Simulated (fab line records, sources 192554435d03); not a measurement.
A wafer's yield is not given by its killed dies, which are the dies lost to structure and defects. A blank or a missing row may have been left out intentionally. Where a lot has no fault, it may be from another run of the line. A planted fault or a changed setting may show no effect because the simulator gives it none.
fab line records	flow n5Finfet	part 1 of 2: steps 1 to 4 of 6
record: lots: 24	wafers: 72	lastDay: 17
route steps=1938 shown MOL_CONTACT_COAG@537
lots with no fault: from the same line, run without faults
startH: hours from the record's first day to the start of the lot's first wafer shown	waitH: hours elapsed since this lot's preceding step	" identical to the entry in the row above	L1.1+2: several wafers, shown together as one row	- no value, or no start given	* or withheld: withheld	< > ~ a bound
route shown NAME@n: NAME is a module with steps in the file, n the number in the route of the first one	usual: mean/standard deviation of fault-free wafers	same: alike in all rows	chamber/n: place in a boat	sites: readings site by site	_std_site: the standard deviation of these	_edge_site: the outer-site mean with the inner-site mean subtracted	radiusMm: for every site, how far away it sits from the centre of the wafer	mask NAME#n: copy n	behind: the last tool/chamber to shape the wafer	hold: cause of the lot's hold/its duration in hours/its outcome	device: which transistor (n, p or np) failed to switch	end of line: tests of these same wafers at the route's end	a step with no rows: only its recipe	killed: the dies lost at the first sort to structure and to defects; this is not the yield of the wafer	map: the dies of a wafer, with x for killed, . for not killed, _ for no die there
set.NAME: the run value of the setting; set.NAME@STEP: its run value at that earlier step	model.NAME: the simulator's own value behind a step, which no gauge read
route steps across a sampled set of lots; one table per step, one row per wafer
services: when a tool's chamber went out of use (startH, in hours from the record's first day, below 0 if earlier), for how many hours, and the reason
== steps ==
step: N5_MOL_CONTACT_COAG_ETCH_15
recipe: chemistry: CH3F/O2	target: SiNx	targetDepthA: 70	maskMaterial: SOC	stopOn: Si:P	overEtchFrac: 0.75	ionEnergyEv: 120	pressureMtorr: 30	sourceW: 395	biasW: 73	Ar_flow_sccm: 150	CH3F_flow_sccm: 30	O2_flow_sccm: 20
usual: CH3F_flow_sccm: 29.99/0.086	drypumpMotorCurrentA: 5.8/0.56	oes_o_777_au: 0.78/0.079	oesProductAu: 0.58/0.056	rfVppV: 299.1/2.8	showerheadPlenumPTorr: 2.00/0.063	throttleValvePct: 16.36/0.27
lot.wafer	tool	chamber	startH	waitH	CH3F_flow_sccm	drypumpMotorCurrentA	oes_o_777_au	oesProductAu	rfHoursCounterH	rfVppV	showerheadPlenumPTorr	throttleValvePct
L074.2	rieDiel-06	3	88.06	0.0	30.01	4.9	0.84	0.61	60	302.6	2.03	16.31
L074.5	"	0	"	"	29.95	6.8	0.80	0.59	-	296.9	1.93	15.96
L074.6	"	3	"	"	30.13	4.9	0.84	0.61	-	301.3	2.03	16.33
L075.3	rieDiel-02	2	97.86	0.0	30.00	6.5	0.85	0.62	67	298.0	2.03	16.42
L075.4	"	2	"	"	29.88	6.5	0.85	0.63	-	299.9	2.03	16.40
L075.5	"	3	"	"	29.93	5.1	0.68	0.51	-	295.4	1.98	16.78
L076.2	rieDiel-02	3	99.79	0.0	30.00	5.1	0.68	0.52	195	294.4	1.98	16.76
L076.4	"	3	"	"	29.96	5.1	0.67	0.51	-	294.3	1.98	16.76
L076.6	"	1	"	"	30.08	5.5	0.73	0.53	-	301.0	2.07	16.51
L077.1	rieDiel-02	0	107.27	0.0	29.90	5.2	0.97	0.71	1	295.6	1.96	15.76
L077.3	"	1	"	"	29.98	5.5	0.73	0.53	186	300.3	2.07	16.52
L077.5	"	1	"	"	30.05	5.5	0.73	0.53	-	300.6	2.07	16.50
L078.1	rieDiel-04	0	117.39	0.0	30.06	6.5	0.70	0.51	224	295.9	1.98	16.56
L078.3	"	2	"	"	29.93	5.9	0.85	0.63	43	300.8	1.95	16.27
L078.6	"	3	"	"	29.99	6.0	0.88	0.64	-	301.8	2.12	16.12
L079.1	rieDiel-06	0	119.88	0.0	29.82	6.8	0.78	0.59	93	298.4	1.93	15.99
L079.4	"	1	"	"	29.83	5.7	0.77	0.56	120	301.0	2.09	16.63
L079.6	"	0	"	"	29.93	6.8	0.78	0.58	-	300.0	1.93	15.98
L080.1	rieDiel-06	3	122.91	0.0	30.02	4.9	0.82	0.60	71	301.6	2.02	16.32
L080.3	"	2	"	"	30.13	5.9	0.73	0.55	138	299.9	1.93	16.19
L080.6	"	1	"	"	29.95	5.7	0.77	0.56	-	302.5	2.09	16.61
L081.1	rieDiel-06	2	128.89	0.0	29.97	5.9	0.73	0.55	140	300.0	1.93	16.19
L081.4	"	1	"	"	30.10	5.7	0.76	0.56	123	301.7	2.09	16.62
L081.6	"	0	"	"	30.00	6.9	0.78	0.59	-	299.2	1.93	15.99
L082.1	rieDiel-04	0	136.03	0.0	30.01	6.5	0.70	0.50	232	295.9	1.98	16.57
L082.4	"	1	"	"	30.09	6.0	0.69	0.50	247	296.0	1.96	16.62
L082.6	"	1	"	"	29.99	6.0	0.69	0.50	-	297.7	1.96	16.60
L083.1	rieDiel-04	1	139.48	0.0	30.07	5.9	0.68	0.50	248	297.2	1.96	16.61
L083.2	"	2	"	"	29.88	5.9	0.85	0.62	52	302.3	1.95	16.30
L083.4	"	0	"	"	29.98	6.5	0.70	0.51	233	295.7	1.98	16.58
L084.3	rieDiel-04	1	148.03	0.0	29.99	5.9	0.68	0.49	252	298.1	1.96	16.62
L084.5	"	3	"	"	29.81	6.0	0.85	0.63	-	302.2	2.12	16.14
L084.6	"	1	"	"	29.98	5.9	0.68	0.50	-	296.7	1.96	16.59
L085.2	rieDiel-02	1	158.08	0.0	29.87	5.5	0.71	0.52	208	298.8	2.06	16.55
L085.4	"	0	"	"	29.90	5.2	0.89	0.65	24	295.7	1.96	15.81
L085.6	"	0	"	"	30.01	5.2	0.89	0.65	-	295.8	1.96	15.80
L086.1	rieDiel-02	3	160.21	0.0	29.96	5.1	0.66	0.49	222	294.3	1.97	16.83
L086.2	"	1	"	"	30.07	5.5	0.71	0.52	209	299.6	2.06	16.56
L086.4	"	2	"	"	30.18	6.4	0.83	0.60	81	299.7	2.02	16.45
L087.2	rieDiel-02	1	165.08	0.0	30.03	5.5	0.71	0.51	211	298.3	2.06	16.56
L087.5	"	3	"	"	29.98	5.1	0.66	0.49	-	294.1	1.97	16.83
L087.6	"	0	"	"	29.98	5.3	0.89	0.64	-	295.2	1.95	15.82
L088.2	rieDiel-06	0	175.15	0.0	30.13	6.8	0.77	0.58	107	298.4	1.92	16.00
L088.3	"	2	"	"	29.86	5.9	0.71	0.53	157	300.5	1.92	16.22
L088.5	"	1	"	"	29.99	5.7	0.75	0.55	-	302.3	2.08	16.65
L089.2	rieDiel-04	2	176.18	0.0	30.00	5.8	0.82	0.60	69	303.0	1.94	16.34
L089.3	"	1	"	"	30.03	5.9	0.98	0.72	1	298.0	1.96	16.15
L089.6	"	2	"	"	30.14	5.8	0.82	0.60	-	301.4	1.94	16.32
L090.1	rieDiel-06	3	182.60	0.0	30.07	4.9	0.80	0.58	93	303.3	2.02	16.38
L090.3	"	0	"	"	29.98	6.8	0.77	0.57	109	298.6	1.92	16.03
L090.6	"	3	"	"	29.98	4.9	0.79	0.59	-	302.0	2.02	16.38
L091.4	rieDiel-04	0	190.25	0.0	29.97	6.5	0.68	0.50	249	296.4	1.97	16.60
L091.5	"	3	"	"	29.89	6.0	0.83	0.62	-	302.8	2.11	16.18
L091.6	"	0	"	"	29.89	6.5	0.69	0.50	-	295.8	1.97	16.61
L092.1	rieDiel-06	1	198.87	0.0	30.12	5.7	0.75	0.55	149	301.4	2.08	16.68
L092.4	"	3	"	"	29.97	4.9	0.79	0.58	101	302.1	2.01	16.40
L092.6	"	1	"	"	29.94	5.7	0.75	0.55	-	302.3	2.08	16.70
L093.1	rieDiel-04	3	202.99	0.0	30.08	6.0	0.82	0.59	70	302.9	2.11	16.19
L093.4	"	1	"	"	29.98	6.0	0.93	0.68	-	297.2	1.96	16.18
L093.5	"	3	"	"	30.00	6.0	0.81	0.60	-	299.9	2.11	16.20
L094.2	rieDiel-02	0	213.87	0.0	30.14	5.2	0.86	0.62	37	295.9	1.95	15.83
L094.3	"	2	"	"	29.98	6.4	0.82	0.59	94	299.2	2.02	16.46
L094.4	"	3	"	"	29.99	5.1	0.65	0.49	236	292.7	1.97	16.86
L095.1	rieDiel-04	3	219.15	0.0	30.00	6.0	0.80	0.59	76	303.0	2.11	16.20
L095.3	"	0	"	"	29.98	6.5	0.96	0.70	4	295.6	1.97	16.13
L095.4	"	2	"	"	30.05	5.8	0.80	0.59	87	301.1	1.94	16.35
L096.2	rieDiel-06	3	224.92	0.0	29.79	4.9	0.78	0.57	110	301.5	2.01	16.40
L096.3	"	2	"	"	30.11	5.9	0.71	0.52	175	299.9	1.91	16.26
L096.6	"	2	"	"	30.00	6.0	0.71	0.53	-	300.1	1.91	16.24
L097.1	rieDiel-02	0	226.83	0.0	30.00	5.3	0.86	0.63	41	296.1	1.95	15.86
L097.4	"	2	"	"	30.10	6.5	0.81	0.59	99	298.6	2.02	16.47
L097.5	"	2	"	"	29.92	6.5	0.82	0.60	-	300.3	2.02	16.48
step: N5_MOL_CONTACT_COAG_CD_MEAS_99
recipe: targetCdNm: 17.2	polarity: opening
usual: cdNm: 17.15/0.29
lot.wafer	tool	chamber	startH	waitH	cdNm
L074.2	cdSem-02	-	88.24	-	17.42
L074.5	"	-	"	"	17.59
L074.6	"	-	"	"	17.38
L075.3	cdSem-03	-	98.04	-	17.52
L075.4	"	-	"	"	17.09
L075.5	"	-	"	"	16.88
L076.2	cdSem-03	-	99.97	-	16.77
L076.4	"	-	"	"	17.17
L076.6	"	-	"	"	17.12
L077.1	cdSem-03	-	107.45	-	16.99
L077.3	"	-	"	"	17.00
L077.5	"	-	"	"	16.95
L078.1	cdSem-02	-	117.57	-	16.94
L078.3	"	-	"	"	16.89
L078.6	"	-	"	"	16.57
L079.1	cdSem-01	-	120.06	-	17.01
L079.4	"	-	"	"	17.36
L079.6	"	-	"	"	17.54
L080.1	cdSem-03	-	123.09	-	17.55
L080.3	"	-	"	"	16.94
L080.6	"	-	"	"	17.18
L081.1	cdSem-02	-	129.07	-	17.35
L081.4	"	-	"	"	17.45
L081.6	"	-	"	"	17.30
L082.1	cdSem-01	-	136.21	-	16.65
L082.4	"	-	"	"	17.19
L082.6	"	-	"	"	16.94
L083.1	cdSem-03	-	139.67	-	17.38
L083.2	"	-	"	"	16.87
L083.4	"	-	"	"	16.90
L084.3	cdSem-01	-	148.21	-	17.09
L084.5	"	-	"	"	17.01
L084.6	"	-	"	"	17.42
L085.2	cdSem-01	-	158.27	-	17.19
L085.4	"	-	"	"	17.04
L085.6	"	-	"	"	17.18
L086.1	cdSem-03	-	160.39	-	17.00
L086.2	"	-	"	"	17.29
L086.4	"	-	"	"	17.10
L087.2	cdSem-02	-	165.26	-	16.68
L087.5	"	-	"	"	16.88
L087.6	"	-	"	"	17.00
L088.2	cdSem-02	-	175.33	-	16.95
L088.3	"	-	"	"	16.86
L088.5	"	-	"	"	17.58
L089.2	cdSem-01	-	176.36	-	16.86
L089.3	"	-	"	"	17.20
L089.6	"	-	"	"	17.44
L090.1	cdSem-02	-	182.78	-	17.13
L090.3	"	-	"	"	16.88
L090.6	"	-	"	"	17.28
L091.4	cdSem-01	-	190.43	-	17.70
L091.5	"	-	"	"	16.74
L091.6	"	-	"	"	16.98
L092.1	cdSem-02	-	199.05	-	17.20
L092.4	"	-	"	"	17.14
L092.6	"	-	"	"	16.89
L093.1	cdSem-02	-	203.17	-	17.03
L093.4	"	-	"	"	17.37
L093.5	"	-	"	"	16.74
L094.2	cdSem-01	-	214.06	-	17.28
L094.3	"	-	"	"	17.16
L094.4	"	-	"	"	16.46
L095.1	cdSem-02	-	219.32	-	17.46
L095.3	"	-	"	"	17.30
L095.4	"	-	"	"	17.48
L096.2	cdSem-02	-	225.10	-	17.69
L096.3	"	-	"	"	17.00
L096.6	"	-	"	"	17.12
L097.1	cdSem-01	-	227.01	-	17.70
L097.4	"	-	"	"	17.48
L097.5	"	-	"	"	17.25
step: N5_MOL_CONTACT_COAG_CMP_23
recipe: stopOn: SiO2	tOverpolishS: 1.5	postCmpClean: cuAlkaline	downForcePsi: 2	platenRpm: 50.289	padVelocityMS: 1.0006	targetThkNm: 0
usual: motorCurrentA: 8.2/0.95	overpolishRunS: 1.501/0.01	padLifeWafers: 1154/450	timeToEndpointS: 10.0/2.1
same: tOverpolishS: 1.5
lot.wafer	tool	chamber	startH	waitH	motorCurrentA	overpolishRunS	padLifeWafers	timeToEndpointS
L074.2	cmp-02	2	93.22	0.1	7.3	1.511	963	6.3
L074.5	"	3	"	"	8.4	1.485	-	7.3
L074.6	"	0	"	"	7.8	1.507	-	6.8
L075.3	cmp-02	1	104.11	0.0	7.9	1.509	1026	11.1
L075.4	"	0	"	"	7.4	1.488	1029	10.0
L075.5	"	1	"	"	7.2	1.491	-	13.7
L076.2	cmp-01	2	105.93	0.0	6.5	1.485	2088	9.1
L076.4	"	0	"	"	8.7	1.500	2090	9.8
L076.6	"	3	"	"	7.9	1.501	-	9.7
L077.3	cmp-04	1	111.55	0.1	10.4	1.503	715	9.8
L077.1	"	2	"	"	9.1	1.486	716	11.2
L077.5	"	1	"	"	10.5	1.506	-	10.0
L078.1	cmp-04	1	124.12	0.1	10.6	1.498	835	9.8
L078.3	"	2	"	"	9.4	1.494	836	12.1
L078.6	"	0	"	"	8.3	1.508	-	10.0
L079.4	cmp-01	3	129.30	0.1	8.2	1.506	164	10.4
L079.1	"	0	"	"	8.4	1.499	165	11.2
L079.6	"	1	"	"	8.0	1.501	-	9.9
L080.1	cmp-02	2	129.51	0.1	7.1	1.476	1213	10.9
L080.3	"	3	"	"	8.1	1.505	1214	9.5
L080.6	"	1	"	"	8.1	1.499	-	11.6
L081.1	cmp-02	2	134.36	0.2	7.3	1.488	1262	13.3
L081.4	"	3	"	"	9.1	1.495	1263	10.0
L081.6	"	0	"	"	7.6	1.486	-	9.1
L082.1	cmp-02	0	141.56	0.1	8.0	1.505	1334	9.0
L082.4	"	1	"	"	7.2	1.493	1335	11.5
L082.6	"	3	"	"	8.5	1.501	-	11.1
L083.2	cmp-04	2	144.56	0.0	9.4	1.512	942	8.7
L083.1	"	3	"	"	8.4	1.508	943	10.4
L083.4	"	1	"	"	10.9	1.518	945	10.6
L084.3	cmp-01	1	154.27	0.1	8.0	1.499	403	11.6
L084.6	"	0	"	"	8.3	1.498	-	12.0
L084.5	"	1	"	"	7.7	1.490	-	12.0
L085.4	cmp-04	1	164.18	0.1	9.7	1.505	1135	6.5
L085.2	"	3	"	"	7.8	1.501	1137	10.6
L085.6	"	0	"	"	8.2	1.501	-	6.9
L086.4	cmp-02	1	164.47	0.0	7.7	1.497	1470	9.9
L086.2	"	3	"	"	8.4	1.505	1472	11.5
L086.1	"	0	"	"	8.2	1.508	1473	11.5
L087.2	cmp-01	1	172.53	0.0	8.5	1.495	552	7.9
L087.5	"	1	"	"	8.2	1.506	-	7.1
L087.6	"	2	"	"	6.4	1.499	-	7.1
L088.3	cmp-04	3	184.80	0.2	7.9	1.509	1333	10.3
L088.2	"	0	"	"	7.9	1.486	1334	9.5
L088.5	"	2	"	"	9.4	1.474	-	13.7
L089.3	cmp-04	1	184.99	0.2	10.1	1.505	1338	11.0
L089.2	"	3	"	"	8.6	1.504	1340	11.3
L089.6	"	2	"	"	9.5	1.499	-	12.4
L090.3	cmp-04	0	190.35	0.1	8.2	1.494	1387	11.6
L090.1	"	1	"	"	10.7	1.494	1388	11.1
L090.6	"	0	"	"	8.3	1.502	-	10.8
L091.4	cmp-02	1	195.95	0.2	7.4	1.502	1704	10.9
L091.5	"	1	"	"	7.9	1.502	-	9.8
L091.6	"	2	"	"	7.3	1.494	-	10.0
L092.4	cmp-01	2	203.20	0.1	7.1	1.516	769	8.8
L092.1	"	3	"	"	7.9	1.500	770	9.2
L092.6	"	2	"	"	6.9	1.497	-	7.8
L093.1	cmp-02	0	210.58	0.0	7.5	1.494	1800	9.7
L093.4	"	2	"	"	6.9	1.526	1802	10.8
L093.5	"	1	"	"	7.8	1.518	-	11.4
L094.4	cmp-04	3	219.17	0.0	8.2	1.497	1620	12.9
L094.2	"	0	"	"	8.2	1.501	1621	10.7
L094.3	"	1	"	"	9.7	1.501	1622	10.6
L095.1	cmp-01	2	225.03	0.0	6.7	1.512	924	6.2
L095.3	"	3	"	"	7.7	1.497	925	7.2
L095.4	"	0	"	"	8.7	1.516	926	9.7
L096.2	cmp-04	0	230.31	0.0	8.5	1.492	1704	8.9
L096.3	"	3	"	"	8.4	1.506	1707	10.0
L096.6	"	1	"	"	10.1	1.513	-	9.6
L097.1	cmp-01	1	233.65	0.1	7.8	1.513	1004	4.5
L097.4	"	2	"	"	6.6	1.498	1005	4.3
L097.5	"	0	"	"	8.6	1.492	-	4.8
step: N5_MOL_CONTACT_COAG_ETCHBACK_135
recipe: chemistry: CHF3	target: SiO2	targetDepthA: 250	timeS: 16.7	ionEnergyEv: 200	pressureMtorr: 30	sourceW: 610	biasW: 170	Ar_flow_sccm: 200	CHF3_flow_sccm: 50
usual: drypumpMotorCurrentA: 5.8/0.55	oesProductAu: 0.78/0.078	rfVppV: 527/4.6	showerheadPlenumPTorr: 2.38/0.076	throttleValvePct: 18.74/0.27
lot.wafer	tool	chamber	startH	waitH	drypumpMotorCurrentA	oesProductAu	rfHoursCounterH	rfVppV	showerheadPlenumPTorr	throttleValvePct
L074.2	rieDiel-04	1	98.52	0.0	5.9	0.69	240	523	2.34	18.96
L074.5	"	1	"	"	5.9	0.68	-	523	2.34	18.95
L074.6	"	2	"	"	5.9	0.88	-	532	2.33	18.69
L075.3	rieDiel-02	3	108.38	0.0	5.1	0.68	199	519	2.36	19.17
L075.4	"	2	"	"	6.5	0.86	71	529	2.41	18.84
L075.5	"	2	"	"	6.5	0.86	-	528	2.41	18.85
L076.2	rieDiel-06	3	111.15	0.0	4.9	0.83	67	532	2.41	18.74
L076.4	"	1	"	"	5.7	0.76	118	532	2.49	19.02
L076.6	"	1	"	"	5.7	0.76	-	532	2.49	19.02
L077.1	rieDiel-04	0	115.68	0.0	6.5	0.70	223	521	2.36	18.91
L077.3	"	3	"	"	6.0	0.90	31	531	2.52	18.54
L077.5	"	3	"	"	6.0	0.89	-	533	2.52	18.54
L078.1	rieDiel-04	2	128.23	0.0	5.9	0.86	48	531	2.32	18.71
L078.3	"	0	"	"	6.5	0.69	229	522	2.36	18.90
L078.6	"	3	"	"	6.0	0.88	-	533	2.52	18.54
L079.1	rieDiel-06	1	133.34	0.0	5.7	0.76	124	530	2.48	19.03
L079.4	"	2	"	"	5.9	0.74	141	529	2.29	18.54
L079.6	"	1	"	"	5.7	0.77	-	532	2.48	19.03
L080.1	rieDiel-04	1	133.82	0.0	5.9	0.68	246	522	2.34	18.96
L080.3	"	2	"	"	5.8	0.86	50	530	2.32	18.72
L080.6	"	2	"	"	5.8	0.86	-	531	2.32	18.70
L081.1	rieDiel-02	0	139.18	0.0	5.2	0.92	16	519	2.33	18.18
L081.4	"	3	"	"	5.1	0.68	-	519	2.36	19.20
L081.6	"	1	"	"	5.5	0.71	-	527	2.46	18.94
L082.1	rieDiel-02	1	146.37	0.0	5.5	0.70	204	526	2.45	18.93
L082.4	"	2	"	"	6.5	0.84	76	528	2.41	18.86
L082.6	"	0	"	"	5.3	0.90	-	521	2.33	18.20
L083.1	rieDiel-06	2	149.03	0.0	5.9	0.73	146	529	2.29	18.55
L083.2	"	3	"	"	4.9	0.82	79	533	2.41	18.76
L083.4	"	0	"	"	6.8	0.79	102	525	2.29	18.35
L084.3	rieDiel-06	2	158.81	0.0	5.9	0.73	149	528	2.29	18.56
L084.5	"	2	"	"	5.9	0.73	-	529	2.29	18.57
L084.6	"	3	"	"	4.9	0.81	-	531	2.40	18.78
L085.2	rieDiel-04	3	168.46	0.0	6.0	0.85	54	533	2.51	18.57
L085.4	"	0	"	"	6.5	0.67	-	521	2.35	18.92
L085.6	"	3	"	"	6.0	0.85	-	532	2.51	18.58
L086.1	rieDiel-06	2	169.00	0.0	5.9	0.72	154	529	2.29	18.57
L086.2	"	0	"	"	6.8	0.78	105	525	2.29	18.38
L086.4	"	1	"	"	5.7	0.75	138	530	2.48	19.06
L087.2	rieDiel-06	2	176.78	0.0	6.0	0.72	157	528	2.29	18.59
L087.5	"	3	"	"	4.9	0.81	-	533	2.40	18.78
L087.6	"	2	"	"	6.0	0.73	-	527	2.29	18.58
L088.2	rieDiel-06	0	191.77	0.0	6.8	0.78	113	524	2.29	18.38
L088.3	"	3	"	"	4.9	0.80	97	532	2.40	18.80
L088.5	"	3	"	"	4.9	0.80	-	533	2.40	18.81
L089.2	rieDiel-04	1	192.09	0.0	6.0	0.95	7	523	2.33	18.57
L089.3	"	3	"	"	6.0	0.83	63	533	2.51	18.60
L089.6	"	2	"	"	5.8	0.82	-	531	2.31	18.74
L090.1	rieDiel-04	3	197.63	0.0	6.0	0.84	67	533	2.51	18.60
L090.3	"	1	"	"	5.9	0.95	10	521	2.33	18.59
L090.6	"	3	"	"	6.0	0.84	-	532	2.51	18.59
L091.4	rieDiel-06	1	203.11	0.0	5.7	0.74	151	531	2.47	19.08
L091.5	"	3	"	"	4.9	0.80	-	531	2.40	18.81
L091.6	"	2	"	"	6.0	0.72	-	528	2.28	18.58
L092.1	rieDiel-06	2	207.46	0.0	6.0	0.71	170	527	2.28	18.60
L092.4	"	3	"	"	4.9	0.79	105	532	2.40	18.81
L092.6	"	0	"	"	6.8	0.77	-	525	2.29	18.38
L093.1	rieDiel-02	3	215.87	0.0	5.1	0.66	237	519	2.35	19.23
L093.4	"	1	"	"	5.5	0.69	222	527	2.45	18.97
L093.5	"	1	"	"	5.5	0.69	-	529	2.45	18.97
L094.2	rieDiel-02	3	223.44	0.0	5.1	0.66	239	519	2.35	19.24
L094.3	"	2	"	"	6.4	0.82	98	529	2.40	18.89
L094.4	"	1	"	"	5.5	0.70	224	527	2.45	18.96
L095.1	rieDiel-02	0	229.37	0.0	5.3	0.86	43	521	2.32	18.25
L095.3	"	2	"	"	6.5	0.80	100	527	2.40	18.88
L095.4	"	3	"	"	5.1	0.65	242	520	2.34	19.24
L096.2	rieDiel-06	2	234.57	0.0	6.0	0.72	179	529	2.28	18.60
L096.3	"	1	"	"	5.7	0.73	163	531	2.47	19.11
L096.6	"	2	"	"	6.0	0.71	-	528	2.28	18.59
L097.1	rieDiel-02	0	238.34	0.0	5.3	0.86	46	519	2.32	18.26
L097.4	"	2	"	"	6.5	0.81	104	526	2.40	18.89
L097.5	"	1	"	"	5.5	0.69	-	528	2.44	18.99
